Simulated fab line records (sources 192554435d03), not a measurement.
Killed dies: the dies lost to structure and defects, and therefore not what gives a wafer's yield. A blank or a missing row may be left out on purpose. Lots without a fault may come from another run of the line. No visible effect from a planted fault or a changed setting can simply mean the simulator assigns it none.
fab line records	flow n5_finfet
record: lots: 7	wafers: 21
route steps=1938 shown MOL_CONTACT_COAG@562 BEOL_M0_SAQP@672 BEOL_M0@734 BEOL_M1@754 BEOL_M3@933
start_h: hours from the record's opening day to when the first of the lot's shown wafers began	wait_h: hours from the lot's prior step to this one	" the same as in the row above	L1.1+2: a single row standing in for several wafers	- no value, or no start was given	* or withheld: withheld	< > ~ a bound
route shown NAME@n: names a module that has steps shown in the file, with the first one's number in the route	usual: the fault-free wafers' mean and standard deviation	same: alike in all rows	chamber/n: place in a boat	sites: readings site by site	_std_site: standard deviation of those values	_edge_site: outer sites' mean less inner sites'	radius_mm: how far each site lies from the wafer's centre	mask NAME#n: copy n	behind: the most recent tool/chamber to have shaped the wafer	hold: what put the lot on hold/how long, in hours/how the hold closed	device: which transistor (n, p or np) failed to switch	end of line: the same wafers' tests at the end of the route	where a step has no rows: the recipe by itself	killed: count of dies lost to structure and defects at first sort (not the wafer's yield)	map: shows each die of a wafer: x if killed, . if not, _ if none is there
set.NAME: setting as actually run; set.NAME@STEP: the setting as run at that earlier step	model.NAME: the simulator's own value behind a step, which no gauge read
lots run with intentionally changed settings; tables by step, rows by wafer
== steps ==
step: N5_MOL_CONTACT_COAG_ALD_123
recipe: material: SiNx	target_thk_a: 50	temp_c: 400	ald_precursor_family: SiH2I2	ald_co_reactant: N2/H2-plasma	pulse_time_s: 1	purge_time_s: 2	co_reactant_purge_time_s: 2	ald_cycles: 100	pressure_torr: 2
lot.wafer	tool	chamber	start_h	wait_h	set.ald_cycles	model.SiNx_of_MOL_CONTACT_COAG_ALD_123.thk_nm
L076.1+6	ald_sin-03	2,1	113.89	0.0	104	5.2
L076.5	"	2	"	"	100	5
L078.2+3+5	ald_sin-02	3,1,0	122.17	0.0	100	5
L087.1+5+6	ald_sin-01	0,3,2	181.10	0.0	100	5
L088.1+3	ald_sin-02	3,2	183.65	0.0	116	5.8
L088.6	"	3	"	"	100	5
L089.4+6	ald_sin-01	2,1	191.99	1.1	100	5
L089.5	"	3	"	"	86	4.2
L091.1+6	ald_sin-02	2	203.68	0.0	100	5
L091.4	"	0	"	"	95	4.8
L094.2+5+6	ald_sin-01	1,0,3	218.20	0.0	100	5
step: N5_MOL_CONTACT_COAG_COAT_76
recipe: resist: SiARC	temp_c: 220	time_s: 60	spin_rpm: 1500	resist_thk_nm: 10
lot.wafer	tool	chamber	start_h	wait_h	set.spin_rpm	model.SiARC_of_MOL_CONTACT_COAG_COAT_76.thk_nm
L076.1	litho_track-03	0	-	-	1500	10
L076.5+6	"	0	"	"	1648	9.6
L078.2	litho_track-03	0	-	-	1345	10.6
L078.3+5	"	0	"	"	1500	10
L087.1+5+6	litho_track-04	0	-	-	1500	10
L088.1+3	litho_track-04	0	-	-	1596	9.8
L088.6	"	0	"	"	1500	10
L089.4	litho_track-03	0	-	-	1574	9.8
L089.5+6	"	0	"	"	1500	10
L091.1+4+6	litho_track-05	0	-	-	1500	10
L094.2+5+6	litho_track-05	0	-	-	1500	10
step: N5_MOL_CONTACT_COAG_COAT_77
recipe: resist: underlayer	temp_c: 205	time_s: 60	spin_rpm: 1500	resist_thk_nm: 10
step: N5_MOL_CONTACT_COAG_COAT_78
recipe: resist: CAR-EUV	spin_rpm: 1500	resist_thk_nm: 40
step: N5_MOL_CONTACT_COAG_DESCUM_88
recipe: chemistry: O2	time_s: 7	source_power_w: 50	bias_power_w: 20	pressure_mtorr: 20	rf_frequency_hz: 2.712e+07	temp_c: 40	resist: CAR-EUV	o2_flow_sccm: 225
step: N5_MOL_CONTACT_COAG_ETCH_89
recipe: chemistry: N2/H2	target: underlayer	target_depth_a: 130	mask_material: CAR-EUV	time_s: 10.4	ion_energy_ev: 200	pressure_mtorr: 30	source_w: 840	bias_w: 150	n2_flow_sccm: 200	h2_flow_sccm: 200	ends: cleared
step: N5_MOL_CONTACT_COAG_ETCH_90
recipe: chemistry: CF4	target: SiARC	target_depth_a: 130	mask_material: CAR-EUV	time_s: 21.7	ion_energy_ev: 80	pressure_mtorr: 40	source_w: 545	bias_w: 36	Ar_flow_sccm: 100	cf4_flow_sccm: 100	ends: cleared
lot.wafer	tool	chamber	start_h	wait_h	set.spin_rpm@MOL_CONTACT_COAG_COAT_76	model.etch.depth_nm
L076.1	rie_diel-05	2	114.91	0.0	1500	9.987
L076.5	"	1	"	"	1648	9.547
L076.6	"	3	"	"	1648	9.512
L078.2	rie_diel-02	3	123.94	0.0	1345	10.56
L078.3	"	2	"	"	1500	10.03
L078.5	"	2	"	"	1500	9.996
L087.1	rie_diel-04	1	182.33	0.0	1500	10.07
L087.5	"	3	"	"	1500	10.05
L087.6	"	0	"	"	1500	10.04
L088.1	rie_diel-04	0	184.83	0.0	1596	9.748
L088.3	"	2	"	"	1596	9.743
L088.6	"	0	"	"	1500	10.07
L089.4	rie_diel-05	0	192.90	0.0	1574	9.794
L089.5	"	0	"	"	1500	10.02
L089.6	"	1	"	"	1500	10.03
L091.1+4	rie_diel-04	3,2	204.82	0.0	1500	10.04
L091.6	"	3	"	"	1500	10.07
L094.2	rie_diel-02	3	220.31	0.0	1500	10.07
L094.5	"	3	"	"	1500	10.01
L094.6	"	2	"	"	1500	10.06
step: N5_MOL_CONTACT_COAG_ALD_131
recipe: material: SiO2	target_thk_a: 50	temp_c: 100	ald_precursor_family: BDEAS	ald_co_reactant: O2-plasma	pulse_time_s: 1	co_reactant_pulse_time_s: 1	purge_time_s: 2	co_reactant_purge_time_s: 2	ald_cycles: 35	pressure_torr: 2
step: N5_MOL_CONTACT_COAG_ETCHBACK_132
recipe: chemistry: CHF3	target: SiO2	target_depth_a: 100	time_s: 6.7	ion_energy_ev: 200	pressure_mtorr: 30	source_w: 610	bias_w: 170	Ar_flow_sccm: 200	CHF3_flow_sccm: 50
step: N5_MOL_CONTACT_COAG_ETCH_91
recipe: chemistry: N2/H2	target: SOC	target_depth_a: 600	overetch_a: 210	mask_material: SiARC	temp_c: 40	time_s: 101.2	ion_energy_ev: 200	pressure_mtorr: 30	source_w: 840	bias_w: 150	n2_flow_sccm: 200	h2_flow_sccm: 200
lot.wafer	tool	chamber	start_h	wait_h	set.spin_rpm@MOL_CONTACT_COAG_COAT_76	model.SiARC_of_MOL_CONTACT_COAG_COAT_76.thk_nm
L076.1	rie_diel-05	1	115.20	0.0	1500	5.8
L076.5+6	"	1,3	"	"	1648	5.4
L078.2	rie_diel-04	0	124.34	0.0	1345	6.4
L078.3+5	"	2,0	"	"	1500	5.8
L087.1+5	rie_diel-04	3	182.95	0.0	1500	5.8
L087.6	"	0	"	"	1500	6
L088.1+3	rie_diel-02	0,3	185.20	0.0	1596	5.6
L088.6	"	3	"	"	1500	6
L089.4	rie_diel-02	3	193.43	0.0	1574	5.6
L089.5	"	0	"	"	1500	5.8
L089.6	"	3	"	"	1500	6
L091.1+4+6	rie_diel-02	2,1,1	205.11	0.0	1500	6
L094.2+5+6	rie_diel-02	2,2,1	220.70	0.0	1500	6
step: N5_MOL_CONTACT_COAG_ETCH_124
recipe: chemistry: CH3F/O2	target: SiNx	target_depth_a: 65	mask_material: SOC	stop_on: SiOC	over_etch_frac: 0.3	ion_energy_ev: 120	pressure_mtorr: 30	source_w: 395	bias_w: 73	Ar_flow_sccm: 150	CH3F_flow_sccm: 30	O2_flow_sccm: 20	ends: end_point
usual: rf_vpp_V: 297/4
lot.wafer	tool	chamber	start_h	wait_h	set.bias_w	set.ald_cycles@MOL_CONTACT_COAG_ALD_123	rf_vpp_V	model.etch.depth_nm
L076.1	rie_diel-02	3	116.63	0.0	84.71	104	333	5.226
L076.5	"	3	"	"	73	100	295	5.014
L076.6	"	0	"	"	84.71	104	338	5.204
L078.2	rie_diel-05	1	125.88	0.0	84.12	100	338	5.005
L078.3	"	0	"	"	73	100	296	5.009
L078.5	"	2	"	"	84.12	100	335	5.014
L087.1	rie_diel-04	0	184.50	0.0	66.53	100	273	4.966
L087.5	"	1	"	"	73	100	295	5
L087.6	"	0	"	"	66.53	100	274	5.013
L088.1	rie_diel-05	3	186.83	0.0	73	116	299	5.844
L088.3	"	0	"	"	73	116	296	5.861
L088.6	"	0	"	"	73	100	295	5.036
L089.4	rie_diel-05	3	194.99	0.0	73	100	299	5.005
L089.5	"	3	"	"	65.98	86	275	4.285
L089.6	"	0	"	"	65.98	100	274	4.997
L091.1	rie_diel-04	1	206.61	0.0	66.57	100	274	5.049
L091.4	"	0	"	"	73	95	295	4.761
L091.6	"	1	"	"	66.57	100	274	5.049
L094.2	rie_diel-02	0	223.59	0.0	73	100	302	4.991
L094.5	"	3	"	"	73	100	295	5.042
L094.6	"	2	"	"	73	100	290	5.03
step: N5_BEOL_M0_SAQP_ETCH_106
recipe: chemistry: N2/H2	target: SOC	target_depth_a: 1500	stop_on: SiNx	ion_energy_ev: 100	bias_w: 61	pressure_mtorr: 30	source_w: 850	n2_flow_sccm: 200	h2_flow_sccm: 200
lot.wafer	tool	chamber	start_h	wait_h	set.target_depth_a	model.SOC_of_BEOL_M0_SAQP_COAT_105.thk_nm
L076.1	rie_diel-03	1	125.21	-	1500	26
L076.5	"	1	"	"	1500	25.8
L076.6	"	2	"	"	1500	24.6
L078.2	rie_diel-01	2	137.38	-	1500	22
L078.3	"	0	"	"	1500	25.6
L078.5	"	2	"	"	1500	21.8
L087.1	rie_diel-01	0	194.03	-	1500	27
L087.5	"	0	"	"	1324	34.8
L087.6	"	1	"	"	1324	32.6
L088.1	rie_diel-03	3	196.28	-	1668	14.2
L088.3	"	1	"	"	1500	26.8
L088.6	"	3	"	"	1500	23.2
L089.4	rie_diel-01	0	204.96	-	1500	26.2
L089.5	"	3	"	"	1598	18.2
L089.6	"	2	"	"	1500	23.6
L091.1	rie_diel-03	0	216.40	-	1594	19.8
L091.4	"	3	"	"	1594	18.8
L091.6	"	0	"	"	1500	24.6
L094.2	rie_diel-01	0	232.97	-	1500	26.8
L094.5	"	2	"	"	1500	22.6
L094.6	"	1	"	"	1500	23.6
step: N5_BEOL_M0_SAQP_ETCH_107
recipe: chemistry: CH3F/O2	target: SiNx	target_depth_a: 300	mask_material: SOC	pressure_mtorr: 30	source_w: 395	bias_w: 73	Ar_flow_sccm: 150	CH3F_flow_sccm: 30	O2_flow_sccm: 20	ion_energy_ev: 120
usual: rf_vpp_V: 296/4.7
lot.wafer	tool	chamber	start_h	wait_h	set.bias_w	set.target_depth_a@BEOL_M0_SAQP_ETCH_106	rf_vpp_V	model.SOC_of_BEOL_M0_SAQP_COAT_105.thk_nm
L076.1	rie_diel-03	1	125.27	0.0	73	1500	296	15
L076.5	"	1	"	"	73	1500	297	15
L076.6	"	2	"	"	80.49	1500	317	13.4
L078.2	rie_diel-01	2	137.44	0.0	73	1500	293	11
L078.3	"	0	"	"	69.36	1500	279	15.2
L078.5	"	2	"	"	69.36	1500	280	11
L087.1	rie_diel-01	0	194.09	0.0	73	1500	290	16.4
L087.5	"	0	"	"	73	1324	291	24
L087.6	"	1	"	"	73	1324	298	21.6
L088.1	rie_diel-03	3	196.34	0.0	80.13	1668	322	2.6
L088.3	"	1	"	"	73	1500	296	16
L088.6	"	3	"	"	73	1500	298	12
L089.4	rie_diel-01	0	205.02	0.0	64.73	1500	264	16
L089.5	"	3	"	"	64.73	1598	278	7.6
L089.6	"	2	"	"	73	1500	292	12.6
L091.1	rie_diel-03	0	216.46	0.0	73	1594	298	8.6
L091.4	"	3	"	"	77.88	1594	315	7.6
L091.6	"	0	"	"	77.88	1500	313	13.4
L094.2	rie_diel-01	0	233.03	0.0	73	1500	289	16.2
L094.5	"	2	"	"	73	1500	293	11.6
L094.6	"	1	"	"	73	1500	296	12.8
step: N5_BEOL_M0_SPUTTER_116
recipe: material: Cu	target_thk_a: 40	temp_c: -20	chamber_pressure_pa: 0.07	power_w: withheld	time_s: 7.37
lot.wafer	tool	chamber	start_h	wait_h	set.time_s	model.Cu_of_BEOL_M0_SPUTTER_116.thk_nm
L076.1	pvd_sputter-01	-	141.13	0.1	8.308	4.6
L076.5	"	-	"	"	7.37	4
L076.6	"	-	"	"	8.308	-
L078.2+3	pvd_sputter-02	-	142.26	0.1	6.541	-
L078.5	"	-	"	"	7.37	4
L087.1	pvd_sputter-03	-	202.14	0.1	7.666	4
L087.5	"	-	"	"	7.37	4
L087.6	"	-	"	"	7.666	-
L088.1+3+6	pvd_sputter-03	-	202.63	0.6	7.37	4
L089.4	pvd_sputter-02	-	217.68	0.1	7.37	4
L089.5	"	-	"	"	7.37	3.8
L089.6	"	-	"	"	8.12	4.4
L091.1	pvd_sputter-03	-	226.73	0.1	6.461	-
L091.4+6	"	-	"	"	6.461	3.6
L094.2+5	pvd_sputter-01	-	242.24	0.1	7.37	4
L094.6	"	-	"	"	7.37	3.8
step: N5_BEOL_M1_HM_DEP_02
recipe: material: TiN	target_thk_a: 200	temp_c: 25	chamber_pressure_pa: 0.49996
lot.wafer	tool	chamber	start_h	wait_h	set.target_thk_a	model.TiN_of_BEOL_M1_HM_DEP_02.thk_nm
L076.1	pvd_sputter-01	-	143.09	0.0	200	20.2
L076.5	"	-	"	"	211.9	21.4
L076.6	"	-	"	"	200	20.4
L078.2	pvd_sputter-03	-	146.07	1.7	200	20
L078.3	"	-	"	"	190.3	18.8
L078.5	"	-	"	"	190.3	19.2
L087.1	pvd_sputter-02	-	206.93	1.6	177.5	17.8
L087.5	"	-	"	"	177.5	18
L087.6	"	-	"	"	200	20.2
L088.1+3+6	pvd_sputter-02	-	207.03	1.7	200	20.2
L089.4	pvd_sputter-02	-	221.08	1.5	223.9	22.4
L089.5+6	"	-	"	"	200	19.8
L091.1	pvd_sputter-02	-	228.54	0.0	200	20.2
L091.4	"	-	"	"	213.7	21.2
L091.6	"	-	"	"	200	20
L094.2	pvd_sputter-01	-	244.84	1.0	200	20.2
L094.5+6	"	-	"	"	200	20.4
step: N5_BEOL_M1_COAT_61
recipe: resist: SOC	temp_c: 250	time_s: 60	spin_rpm: 1500	resist_thk_nm: 60
lot.wafer	tool	chamber	start_h	wait_h	set.spin_rpm	model.SOC_of_BEOL_M1_COAT_61.thk_nm
L076.1	litho_track-03	0	143.22	0.1	1390	62.4
L076.5	"	0	"	"	1500	60
L076.6	"	0	"	"	1500	60.2
L078.2+3	litho_track-05	0	146.20	0.1	1500	60
L078.5	"	0	"	"	1404	62
L087.1+5+6	litho_track-05	0	207.06	0.1	1500	60.2
L088.1	litho_track-02	0	207.16	0.1	1500	59.8
L088.3	"	0	"	"	1641	57.4
L088.6	"	0	"	"	1500	60
L089.4+6	litho_track-02	0	221.21	0.1	1500	60
L089.5	"	0	"	"	1585	58.4
L091.1	litho_track-05	0	228.67	0.1	1500	60.4
L091.4	"	0	"	"	1581	58.8
L091.6	"	0	"	"	1581	59
L094.2+6	litho_track-02	0	244.97	0.1	1500	59.8
L094.5	"	0	"	"	1500	59.6
step: N5_BEOL_M1_COAT_62
recipe: resist: SiARC	temp_c: 220	time_s: 60	spin_rpm: 1500	resist_thk_nm: 12
step: N5_BEOL_M1_COAT_73
recipe: resist: underlayer	temp_c: 205	time_s: 60	spin_rpm: 1500	resist_thk_nm: 5
step: N5_BEOL_M1_ETCH_74
recipe: chemistry: N2/H2	target: underlayer	target_depth_a: 65	mask_material: CAR-EUV	time_s: 5.2	ion_energy_ev: 200	pressure_mtorr: 30	source_w: 840	bias_w: 150	n2_flow_sccm: 200	h2_flow_sccm: 200	ends: cleared
step: N5_BEOL_M1_ETCH_63
recipe: chemistry: CF4	target: SiARC	target_depth_a: 156	mask_material: CAR-EUV	time_s: 26	ion_energy_ev: 80	pressure_mtorr: 40	source_w: 545	bias_w: 36	Ar_flow_sccm: 100	cf4_flow_sccm: 100	ends: cleared
step: N5_BEOL_M1_ETCH_64
recipe: chemistry: N2/H2	target: SOC	target_depth_a: 750	overetch_a: 150	mask_material: SiARC	temp_c: 40	time_s: 112.5	ion_energy_ev: 200	pressure_mtorr: 30	source_w: 840	bias_w: 150	n2_flow_sccm: 200	h2_flow_sccm: 200
lot.wafer	tool	chamber	start_h	wait_h	set.spin_rpm@BEOL_M1_COAT_61	model.etch.depth_nm
L076.1	rie_diel-01	0	143.81	0.0	1390	62.4
L076.5	"	3	"	"	1500	60
L076.6	"	2	"	"	1500	60.23
L078.2	rie_diel-03	0	146.67	0.0	1500	59.95
L078.3	"	2	"	"	1500	60.09
L078.5	"	0	"	"	1404	62.07
L087.1	rie_diel-03	0	207.81	0.0	1500	60.18
L087.5	"	2	"	"	1500	60.16
L087.6	"	1	"	"	1500	60.1
L088.1	rie_diel-01	2	207.83	0.0	1500	59.89
L088.3	"	3	"	"	1641	57.3
L088.6	"	2	"	"	1500	60.01
L089.4	rie_diel-06	2	221.80	0.0	1500	59.92
L089.5	"	2	"	"	1585	58.33
L089.6	"	3	"	"	1500	59.9
L091.1	rie_diel-01	0	229.13	0.0	1500	60.46
L091.4	"	1	"	"	1581	58.8
L091.6	"	1	"	"	1581	58.93
L094.2	rie_diel-03	1	245.43	0.0	1500	59.74
L094.5	"	1	"	"	1500	59.64
L094.6	"	0	"	"	1500	59.86
step: N5_BEOL_M1_STRIP_65
recipe: chemistry: N2/H2	temp_c: 40	n2_flow_sccm: 200	h2_flow_sccm: 200	rf_frequency_hz: 6e+07
step: N5_BEOL_M1_STRIP_75
recipe: chemistry: N2/H2	temp_c: 40	n2_flow_sccm: 200	h2_flow_sccm: 200	rf_frequency_hz: 6e+07
step: N5_BEOL_M1_STRIP_66
recipe: chemistry: CF4	resist: SiARC	power_w: 300	bias_power_w: 75	pressure_mtorr: 50	cf4_flow_sccm: 150	rf_frequency_hz: 6e+07
step: N5_BEOL_M1_HM_OPEN_17
recipe: chemistry: Cl2/BCl3	target_depth_a: 200	overetch_a: 60	target: TiN	mask_material: SOC	ion_energy_ev: 150	pressure_mtorr: 10	icp_w: 1000	bias_w: 126	Cl2_flow_sccm: 53.25	bcl3_flow_sccm: 21.75	Ar_flow_sccm: 25
lot.wafer	tool	chamber	start_h	wait_h	set.target_thk_a@BEOL_M1_HM_DEP_02	set.spin_rpm@BEOL_M1_COAT_61	model.SOC_of_BEOL_M1_COAT_61.thk_nm	model.etch.depth_nm
L076.1	rie_metal-02	1	143.98	0.0	200	1390	54.6	20.21
L076.5	"	1	"	"	211.9	1500	52.2	21.46
L076.6	"	0	"	"	200	1500	52.2	20.33
L078.2	rie_metal-03	0	146.84	0.0	200	1500	52.2	20.06
L078.3	"	0	"	"	190.3	1500	52.2	18.89
L078.5	"	1	"	"	190.3	1404	54.2	19.15
L087.1	rie_metal-01	1	207.98	0.0	177.5	1500	52.6	17.86
L087.5	"	0	"	"	177.5	1500	52.2	17.91
L087.6	"	1	"	"	200	1500	52.4	20.3
L088.1	rie_metal-02	1	208.00	0.0	200	1500	52	20.28
L088.3	"	1	"	"	200	1641	49.6	20.14
L088.6	"	0	"	"	200	1500	52	20.19
L089.4	rie_metal-03	0	222.00	0.1	223.9	1500	52	22.36
L089.5	"	1	"	"	200	1585	50.6	19.77
L089.6	"	0	"	"	200	1500	52	19.89
L091.1	rie_metal-01	0	229.30	0.0	200	1500	52.6	20.23
L091.4	"	1	"	"	213.7	1581	51.2	21.16
L091.6	"	1	"	"	200	1581	51.2	19.96
L094.2	rie_metal-01	1	245.61	0.0	200	1500	52.2	20.19
L094.5	"	1	"	"	200	1500	52	20.42
L094.6	"	0	"	"	200	1500	52	20.37
step: N5_BEOL_M3_PECVD_72
recipe: material: SiO2	target_thk_a: 160	temp_c: 400	precursor: TEOS/O2	pressure_torr: 5.5	rf_w: 450	teos_flow_sccm: 53.8	gas: O2	flow_sccm: 3000	time_s: 18
lot.wafer	tool	chamber	start_h	wait_h	set.temp_c	model.SiO2_of_BEOL_M3_PECVD_72.thk_nm
L076.1	pecvd-03	1	165.97	0.0	389.8	16.6
L076.5	"	1	"	"	389.8	17
L076.6	"	0	"	"	400	16
L078.2	pecvd-01	2	168.63	0.0	400	16
L078.3	"	1	"	"	405.6	15
L078.5	"	2	"	"	405.6	15.2
L087.1	pecvd-04	0	228.73	0.0	382.8	17.8
L087.5+6	"	0,2	"	"	400	16.4
L088.1	pecvd-04	0	229.06	0.0	400	16
L088.3+6	"	1	"	"	400	15.8
L089.4	pecvd-03	0	238.38	0.1	410.6	15.2
L089.5	"	2	"	"	400	16
L089.6	"	1	"	"	410.6	15
L091.1	pecvd-03	0	247.02	0.0	400	16
L091.4	"	0	"	"	405.6	15.8
L091.6	"	1	"	"	400	16.2
L094.2	pecvd-03	2	270.54	0.0	400	15.8
L094.5+6	"	2,1	"	"	400	16
step: N5_BEOL_M3_HM_DEP_02
recipe: material: TiN	target_thk_a: 200	temp_c: 25	chamber_pressure_pa: 0.49996
step: N5_BEOL_M3_COAT_61
recipe: resist: SOC	temp_c: 250	time_s: 60	spin_rpm: 1500	resist_thk_nm: 60
step: N5_BEOL_M3_STRIP_97
recipe: chemistry: N2/H2	time_s: 10	power_w: 450	temp_c: 40	pressure_mtorr: 20	rf_frequency_hz: 6e+07	bias_power_w: 7	n2_flow_sccm: 200	h2_flow_sccm: 200
step: N5_BEOL_M3_HM_STRIP_39
recipe: chemistry: peroxide_tin_strip	material: TiN	target_depth_a: 250	temp_c: 50	time_s: 158
lot.wafer	tool	chamber	start_h	wait_h	set.temp_c@BEOL_M3_PECVD_72	model.SiO2_of_BEOL_M3_PECVD_72.thk_nm
L076.1	wet_bench-03	3	173.01	0.0	389.8	16.4
L076.5	"	5	"	"	389.8	16.8
L076.6	"	2	"	"	400	15.8
L078.2	wet_bench-04	3	180.92	0.0	400	15.8
L078.3	"	6	"	"	405.6	14.8
L078.5	"	7	"	"	405.6	15.2
L087.1	wet_bench-03	3	231.22	0.0	382.8	17.8
L087.5+6	"	6,2	"	"	400	16.4
L088.1	wet_bench-03	5	235.01	0.0	400	16
L088.3+6	"	0,6	"	"	400	15.6
L089.4	wet_bench-03	6	241.83	0.0	410.6	15
L089.5	"	0	"	"	400	15.8
L089.6	"	7	"	"	410.6	14.8
L091.1	wet_bench-02	4	251.88	0.0	400	15.8
L091.4	"	3	"	"	405.6	15.6
L091.6	"	5	"	"	400	16
L094.2	wet_bench-04	1	273.81	0.0	400	15.6
L094.5+6	"	2,6	"	"	400	16
== key ==
split: step: N5_MOL_CONTACT_COAG_ALD_123	setting: ald_cycles	stated: 100	by: wafer
response: step: N5_MOL_CONTACT_COAG_ALD_123	reading: model.SiNx_of_MOL_CONTACT_COAG_ALD_123.thk_nm	change: +0.0523	per: 1%	r: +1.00
response: step: N5_MOL_CONTACT_COAG_ETCH_124	reading: model.etch.depth_nm	change: +0.0514	per: 1%	r: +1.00
split: step: N5_MOL_CONTACT_COAG_COAT_76	setting: spin_rpm	stated: 1500	by: wafer
response: step: N5_MOL_CONTACT_COAG_COAT_76	reading: model.SiARC_of_MOL_CONTACT_COAG_COAT_76.thk_nm	change: -0.0461	per: 1%	r: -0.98
response: step: N5_MOL_CONTACT_COAG_ETCH_90	reading: model.etch.depth_nm	change: -0.0498	per: 1%	r: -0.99
response: step: N5_MOL_CONTACT_COAG_ETCH_91	reading: model.SiARC_of_MOL_CONTACT_COAG_COAT_76.thk_nm	change: -0.0527	per: 1%	r: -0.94
split: step: N5_MOL_CONTACT_COAG_ETCH_124	setting: bias_w	stated: 73	by: wafer
response: step: N5_MOL_CONTACT_COAG_ETCH_124	reading: rf_vpp_V	change: +2.54	per: 1%	r: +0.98
split: step: N5_BEOL_M0_SAQP_ETCH_106	setting: target_depth_a	stated: 1500	by: wafer
response: step: N5_BEOL_M0_SAQP_ETCH_106	reading: model.SOC_of_BEOL_M0_SAQP_COAT_105.thk_nm	change: -0.801	per: 1%	r: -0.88
response: step: N5_BEOL_M0_SAQP_ETCH_107	reading: model.SOC_of_BEOL_M0_SAQP_COAT_105.thk_nm	change: -0.811	per: 1%	r: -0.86
split: step: N5_BEOL_M0_SAQP_ETCH_107	setting: bias_w	stated: 73	by: wafer
response: step: N5_BEOL_M0_SAQP_ETCH_107	reading: rf_vpp_V	change: +2.19	per: 1%	r: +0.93
split: step: N5_BEOL_M0_SPUTTER_116	setting: time_s	stated: 7.37	by: wafer
response: step: N5_BEOL_M0_SPUTTER_116	reading: model.Cu_of_BEOL_M0_SPUTTER_116.thk_nm	change: +0.0456	per: 1%	r: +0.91
split: step: N5_BEOL_M1_HM_DEP_02	setting: target_thk_a	stated: 200	by: wafer
response: step: N5_BEOL_M1_HM_DEP_02	reading: model.TiN_of_BEOL_M1_HM_DEP_02.thk_nm	change: +0.202	per: 1%	r: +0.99
response: step: N5_BEOL_M1_HM_OPEN_17	reading: model.etch.depth_nm	change: +0.205	per: 1%	r: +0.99
split: step: N5_BEOL_M1_COAT_61	setting: spin_rpm	stated: 1500	by: wafer
response: step: N5_BEOL_M1_COAT_61	reading: model.SOC_of_BEOL_M1_COAT_61.thk_nm	change: -0.288	per: 1%	r: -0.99
response: step: N5_BEOL_M1_ETCH_64	reading: model.etch.depth_nm	change: -0.296	per: 1%	r: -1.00
response: step: N5_BEOL_M1_HM_OPEN_17	reading: model.SOC_of_BEOL_M1_COAT_61.thk_nm	change: -0.28	per: 1%	r: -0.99
split: step: N5_BEOL_M3_PECVD_72	setting: temp_c	stated: 400	by: wafer
response: step: N5_BEOL_M3_PECVD_72	reading: model.SiO2_of_BEOL_M3_PECVD_72.thk_nm	change: -0.337	per: 1%	r: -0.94
response: step: N5_BEOL_M3_HM_STRIP_39	reading: model.SiO2_of_BEOL_M3_PECVD_72.thk_nm	change: -0.334	per: 1%	r: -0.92
